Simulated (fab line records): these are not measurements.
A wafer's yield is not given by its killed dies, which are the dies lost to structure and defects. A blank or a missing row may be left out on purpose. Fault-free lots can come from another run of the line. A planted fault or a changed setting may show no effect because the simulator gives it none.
Which tool is to blame? :: flow n5 finfet :: Sampling: 6 lots, 18 wafers, 4 of 1938 route steps

## WHAT EACH GAUGE READ, for each wafer
N5_BEOL_M8_CD_MEAS_11: target cd 38.5 nm.
lot: L552
measured: day 10 04:29
on: cd sem-03
cd nm (nm): 37.9 37.1 37.9

lot: L554
measured: day 11 00:08
on: cd sem-03
cd nm (nm): 38.4 38.1 38.0

lot: L561
measured: day 13 01:23
on: cd sem-02
cd nm (nm): 38.0 36.9 23.1

lot: L570
measured: day 15 08:29
on: cd sem-02
cd nm (nm): 38.7 38.8 39.0

lot: L569
measured: day 15 08:19
on: cd sem-02
cd nm (nm): 38.7 39.2 39.3

lot: L571
measured: day 15 13:13
on: cd sem-02
cd nm (nm): 38.1 38.4 38.6

## EACH LOT AND THE TOOL THAT RAN IT (in order: tool; ch and the chambers of the sampled wafers; start)
lot: L552
N5_BEOL_M7_SPUTTER_48: pvd sputter-02, day 10 00:46
N5_BEOL_M8_HM_DEP_02: pvd sputter-02, day 10 04:00
N5_BEOL_M8_PEB_09: litho track-05 ch 0, day 10 04:26

lot: L554
N5_BEOL_M7_SPUTTER_48: pvd sputter-01, day 10 21:14
N5_BEOL_M8_HM_DEP_02: pvd sputter-01, day 10 23:38
N5_BEOL_M8_PEB_09: litho track-05 ch 0, day 11 00:04

lot: L561
N5_BEOL_M7_SPUTTER_48: pvd sputter-03, day 12 22:27
N5_BEOL_M8_HM_DEP_02: pvd sputter-03, day 13 00:53
N5_BEOL_M8_PEB_09: litho track-05 ch 0, day 13 01:19

lot: L570
N5_BEOL_M7_SPUTTER_48: pvd sputter-03, day 15 05:31
N5_BEOL_M8_HM_DEP_02: pvd sputter-03, day 15 07:55
N5_BEOL_M8_PEB_09: litho track-01 ch 0, day 15 08:25

lot: L569
N5_BEOL_M7_SPUTTER_48: pvd sputter-03, day 15 05:24
N5_BEOL_M8_HM_DEP_02: pvd sputter-03, day 15 07:49
N5_BEOL_M8_PEB_09: litho track-01 ch 0, day 15 08:15

lot: L571
N5_BEOL_M7_SPUTTER_48: pvd sputter-01, day 15 10:21
N5_BEOL_M8_HM_DEP_02: pvd sputter-03, day 15 12:43
N5_BEOL_M8_PEB_09: litho track-05 ch 0, day 15 13:09
- N5_BEOL_M7_SPUTTER_48: material Cu, target thk 10 nm, time 1.667 s.
- N5_BEOL_M8_HM_DEP_02: deposits TiN, target thk 20 nm.
- N5_BEOL_M8_PEB_09: peb time 60 s.

## THE ANSWER, worked out from the rows above alone
Rule: what is usual is taken from the lots themselves. The widest of any qualifying gaps counts: lots, ordered by their means at a reading, are off when they make up no more than a third of the lots, leave a main group of 4 or more, and stand apart from it by 3 or more times the standard deviation of that group's means. A main group whose means are all the same, to the digits that the tables above print for the reading, isn't used. Also off: a lot with no number at a reading for which 4 or more lots have one. The other lots that the step has rows for count as sound.
Off at N5_BEOL_M8_CD_MEAS_11 (cd nm): L561. Main group: mean 38.4 nm, sd 0.5.
If a tool, at a process step before that reading, ran all the lots that are off and no sound lot after the first of them, it fits. Gauges at N5_BEOL_M8_CD_MEAS_11: tried the same way as those tools. Not one of the candidates tried fits.

## WHAT HAD BEEN PUT IN BY THE SIMULATOR
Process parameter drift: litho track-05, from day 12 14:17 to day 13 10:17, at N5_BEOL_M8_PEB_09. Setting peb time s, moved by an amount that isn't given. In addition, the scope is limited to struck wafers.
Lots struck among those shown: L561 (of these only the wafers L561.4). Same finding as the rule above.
